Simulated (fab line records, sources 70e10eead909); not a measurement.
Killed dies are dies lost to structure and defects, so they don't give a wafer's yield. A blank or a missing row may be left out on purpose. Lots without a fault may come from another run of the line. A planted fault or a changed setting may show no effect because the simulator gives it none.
Which tool did it? | flow nand_harc | 12 lots, 36 wafers sampled, at 5 steps of a route of 1302

WHAT THE GAUGES READ, wafer by wafer
NHARC_END_SORT_01. Usual: killed_at_array 62, standard deviation 16; killed_at_other 0.8, standard deviation 1.1; killed_at_periphery 4, standard deviation 3.2; killed_dies 67, standard deviation 16; killed_open 3.5, standard deviation 1.9; killed_short 2.1, standard deviation 1.5.
lot  | measured     | on        | killed_at_array | killed_at_other | killed_at_periphery | killed_dies | killed_open | killed_short | flag
L577 | day 26 01:53 | prober-02 | 32 32 35        | 0 0 0           | 2 1 4               | 34 33 39    | 5 1 5       | 3 2 2        |
L579 | day 27 07:16 | prober-02 | 677 677 677     | 0 0 0           | 0 0 0               | 677 677 677 | 0 0 0       | 0 0 0        | OFF
L580 | day 28 01:11 | prober-01 | 676 675 676     | 0 0 0           | 1 2 1               | 677 677 677 | 0 0 0       | 0 0 1        | OFF
L582 | day 28 02:01 | prober-02 | 677 675 677     | 0 0 0           | 0 2 0               | 677 677 677 | 0 0 0       | 0 0 0        | OFF

WHICH TOOL RAN EACH LOT (tool, then ch and the chambers of the sampled wafers, then the start)
lot  | NHARC_A_STAIRCASE_HM_DEP_456  | NHARC_A_STAIRCASE_HM_DEP_459  | NHARC_A_STAIRCASE_ETCH_292         | NHARC_A_STAIRCASE_HM_OPEN_460
L573 | acl_dep-02 ch 0, day 16 22:39 | acl_dep-02 ch 0, day 17 10:31 | rie_diel-11 ch 0,2,3, day 17 13:26 | rie_diel-11 ch 1,2,3, no start
L575 | acl_dep-03 ch 0, day 17 00:12 | acl_dep-03 ch 0, day 17 11:31 | rie_diel-04 ch 2,3, day 17 14:32   | rie_diel-04 ch 0,1,3, no start
L577 | acl_dep-03 ch 0, day 18 05:47 | acl_dep-03 ch 0, day 18 11:55 | rie_diel-02 ch 1,3, day 18 14:41   | rie_diel-02 ch 1,3, day 26 01:53 or earlier
L579 | acl_dep-01 ch 0, day 19 00:30 | acl_dep-01, day 19 08:25      | rie_diel-04 ch 0,2, day 19 11:22   | rie_diel-04 ch 1,3, day 27 07:16 or earlier
L580 | acl_dep-03 ch 0, day 19 12:55 | acl_dep-01, day 19 20:53      | rie_diel-11 ch 0,2,3, day 19 23:58 | rie_diel-11 ch 0,1,2, day 28 01:11 or earlier
L582 | acl_dep-03 ch 0, day 20 11:32 | acl_dep-03, day 20 17:29      | rie_diel-04 ch 0,2,3, day 20 20:07 | rie_diel-04 ch 0,1,3, day 28 02:01 or earlier
L588 | acl_dep-02 ch 0, day 22 22:50 | acl_dep-01 ch 0, day 23 05:40 | rie_diel-11 ch 0,2,3, day 23 08:29 | rie_diel-11 ch 2,3, no start
L589 | acl_dep-03 ch 0, day 23 00:24 | acl_dep-02 ch 0, day 23 08:14 | rie_diel-11 ch 0,1,2, day 23 13:03 | rie_diel-11 ch 1,2,3, no start
L591 | acl_dep-02 ch 0, day 24 02:35 | acl_dep-03 ch 0, day 24 09:43 | rie_diel-02 ch 1,2,3, day 24 12:37 | rie_diel-02 ch 2,3, no start
L590 | acl_dep-02 ch 0, day 24 05:02 | acl_dep-03 ch 0, day 24 12:11 | rie_diel-04 ch 0,1,3, day 24 14:28 | rie_diel-04 ch 0,1,3, no start
L593 | acl_dep-02 ch 0, day 24 13:58 | acl_dep-03 ch 0, day 24 19:49 | rie_diel-11 ch 1,2,3, day 24 22:43 | rie_diel-11 ch 0,1,3, no start
L595 | acl_dep-02 ch 0, day 26 03:51 | acl_dep-03 ch 0, day 26 13:44 | rie_diel-02 ch 0,2,3, day 26 16:25 | rie_diel-02 ch 0,3, no start
- NHARC_A_STAIRCASE_HM_DEP_456: deposits aC, target thk 3100 nm.
- NHARC_A_STAIRCASE_HM_DEP_459: deposits aC, target thk 1500 nm.
- NHARC_A_STAIRCASE_ETCH_292: etches the open film in CF4/CHF3.
- NHARC_A_STAIRCASE_HM_OPEN_460: chemistry O2/COS.

WHAT THE TOOLS THEMSELVES READ (means of the sampled wafers that have a number; where no wafer has one, the mark that the record gives instead)
NHARC_A_STAIRCASE_HM_DEP_456. Usual: susceptor_temp_C 399.96 C, standard deviation 0.2; throttle_valve_pct 35.000 %, standard deviation 0.0093.
lot  | tool       | susceptor_temp_C (C) | throttle_valve_pct (%) | flag
L573 | acl_dep-02 | 400.08               | 35.007                 |
L575 | acl_dep-03 | -                    | 35.000                 | OFF
L577 | acl_dep-03 | 399.91               | 35.001                 |
L579 | acl_dep-01 | -                    | 35.000                 | OFF
L580 | acl_dep-03 | 400.10               | 35.004                 |
L582 | acl_dep-03 | 400.00               | 34.993                 |
L588 | acl_dep-02 | 400.01               | 34.992                 |
L589 | acl_dep-03 | 399.78               | 35.004                 |
L591 | acl_dep-02 | -                    | 34.998                 | OFF
L590 | acl_dep-02 | 399.92               | 34.994                 |
L593 | acl_dep-02 | -                    | 35.000                 | OFF
L595 | acl_dep-02 | 399.82               | 34.998                 |

NHARC_A_STAIRCASE_HM_DEP_459. Usual: susceptor_temp_C 399.99 C, standard deviation 0.24; throttle_valve_pct 34.999 %, standard deviation 0.0091.
lot  | tool       | susceptor_temp_C (C) | throttle_valve_pct (%) | flag
L573 | acl_dep-02 | -                    | 34.983                 | OFF
L575 | acl_dep-03 | 399.74               | 35.010                 |
L577 | acl_dep-03 | -                    | 34.999                 | OFF
L579 | acl_dep-01 | -                    | -                      | OFF
L580 | acl_dep-01 | -                    | -                      | OFF
L582 | acl_dep-03 | -                    | -                      | OFF
L588 | acl_dep-01 | -                    | 34.992                 | OFF
L589 | acl_dep-02 | -                    | 34.991                 | OFF
L591 | acl_dep-03 | 399.93               | 35.002                 |
L590 | acl_dep-03 | 399.90               | 35.001                 |
L593 | acl_dep-03 | 400.51               | 34.998                 |
L595 | acl_dep-03 | 400.31               | 34.990                 |

NHARC_A_STAIRCASE_ETCH_292. Usual: chf3_flow_sccm 29.99 sccm, standard deviation 0.085; drypump_motor_current_A 5.62 A, standard deviation 0.29; oes_product_au 0.936 a.u., standard deviation 0.02; rf_vpp_V 370.5 V, standard deviation 2.6; showerhead_plenum_p_Torr 1.57 Torr, standard deviation 0.072; throttle_valve_pct 16.803 %, standard deviation 0.0088.
lot  | tool        | chf3_flow_sccm (sccm) | drypump_motor_current_A (A) | oes_product_au (a.u.) | rf_vpp_V (V) | showerhead_plenum_p_Torr (Torr) | throttle_valve_pct (%) | flag
L573 | rie_diel-11 | 29.94                 | 5.61                        | 0.926                 | 369.2        | 1.52                            | 16.804                 |
L575 | rie_diel-04 | 29.95                 | 5.29                        | 0.924                 | 370.1        | 1.57                            | 16.804                 |
L577 | rie_diel-02 | 29.91                 | 5.58                        | 0.964                 | 373.8        | 1.65                            | 16.800                 |
L579 | rie_diel-04 | 30.06                 | 5.85                        | 0.923                 | 371.8        | 1.61                            | 16.805                 |
L580 | rie_diel-11 | 30.01                 | 5.62                        | 0.952                 | 371.8        | 1.60                            | 16.803                 |
L582 | rie_diel-04 | 30.00                 | 5.50                        | 0.914                 | 371.1        | 1.59                            | 16.801                 |
L588 | rie_diel-11 | 29.93                 | 5.61                        | 0.974                 | 371.3        | 1.59                            | 16.807                 |
L589 | rie_diel-11 | 30.02                 | 5.64                        | 0.929                 | 370.2        | 1.55                            | 16.803                 |
L591 | rie_diel-02 | 29.89                 | 5.68                        | 0.920                 | 370.6        | 1.59                            | 16.799                 |
L590 | rie_diel-04 | 29.90                 | 5.44                        | 0.925                 | 370.9        | 1.58                            | 16.803                 |
L593 | rie_diel-11 | 29.97                 | 5.76                        | 0.928                 | 372.3        | 1.61                            | 16.797                 |
L595 | rie_diel-02 | 30.06                 | 5.62                        | 0.930                 | 368.7        | 1.52                            | 16.797                 |

NHARC_A_STAIRCASE_HM_OPEN_460. Usual: cos_flow_sccm 20.01 sccm, standard deviation 0.057; drypump_motor_current_A 5.6 A, standard deviation 0.3; oes_product_au 1.001 a.u., standard deviation 0.0069; rf_vpp_V 467 V, standard deviation 3.1; showerhead_plenum_p_Torr 3.12 Torr, standard deviation 0.14; throttle_valve_pct 28.330 %, standard deviation 0.0092.
lot  | tool        | cos_flow_sccm (sccm) | drypump_motor_current_A (A) | oes_product_au (a.u.) | rf_vpp_V (V) | showerhead_plenum_p_Torr (Torr) | throttle_valve_pct (%) | flag
L573 | rie_diel-11 | 20.02                | 5.8                         | 1.000                 | 466          | 3.05                            | 28.319                 |
L575 | rie_diel-04 | 20.04                | 5.4                         | 1.000                 | 467          | 3.17                            | 28.331                 |
L577 | rie_diel-02 | 20.06                | 5.6                         | 0.997                 | 471          | 3.27                            | 28.327                 |
L579 | rie_diel-04 | 20.01                | 5.2                         | 0.994                 | 466          | 3.11                            | 28.337                 |
L580 | rie_diel-11 | 19.99                | 5.6                         | 1.001                 | 467          | 3.10                            | 28.325                 |
L582 | rie_diel-04 | 20.00                | 5.4                         | 1.000                 | 467          | 3.16                            | 28.338                 |
L588 | rie_diel-11 | 19.99                | 5.7                         | 1.008                 | 470          | 3.27                            | 28.324                 |
L589 | rie_diel-11 | 20.03                | 5.8                         | 1.009                 | 469          | 3.19                            | 28.328                 |
L591 | rie_diel-02 | 20.02                | 5.7                         | 1.000                 | 467          | 3.06                            | 28.331                 |
L590 | rie_diel-04 | 20.01                | 5.4                         | 0.996                 | 467          | 3.14                            | 28.326                 |
L593 | rie_diel-11 | 20.00                | 5.6                         | 1.010                 | 465          | 3.03                            | 28.323                 |
L595 | rie_diel-02 | 20.02                | 5.4                         | 1.004                 | 466          | 3.07                            | 28.330                 |

THE ANSWER, worked out from the rows above alone
Rule: a lot is off if the mean of its wafers that have a number lies more than 3 standard deviations from the usual mean. A lot without any number at a reading at which 4 lots or more have one is off too. The other lots that the step has rows for count as sound. The gauges are gone through in route order, then the tools' own readings, and for those a lot's mean is taken as printed above. The first step at which some lot is off is used, and at that step the reading that is off furthest; a lot without a number counts as furthest.
Off: L579, L580, L582, at NHARC_END_SORT_01 (killed_at_array). Neither off nor sound, because the step has no rows for them: L573, L575, L588, L589, L591, L590, L593, L595.
A tool fits if, at a process step before that reading, it ran every lot that is off, and no sound lot after the first of them. The gauges at NHARC_END_SORT_01 aren't tried: what is off there is off at NHARC_A_STAIRCASE_HM_DEP_459 too, on other tools, and a gauge's error can't cause that. NHARC_A_STAIRCASE_HM_OPEN_460 gives no start for some lots, so the hours and the order of its lots are those of NHARC_END_SORT_01. None of those tried fits.

WHAT THE SIMULATOR HAD PUT IN
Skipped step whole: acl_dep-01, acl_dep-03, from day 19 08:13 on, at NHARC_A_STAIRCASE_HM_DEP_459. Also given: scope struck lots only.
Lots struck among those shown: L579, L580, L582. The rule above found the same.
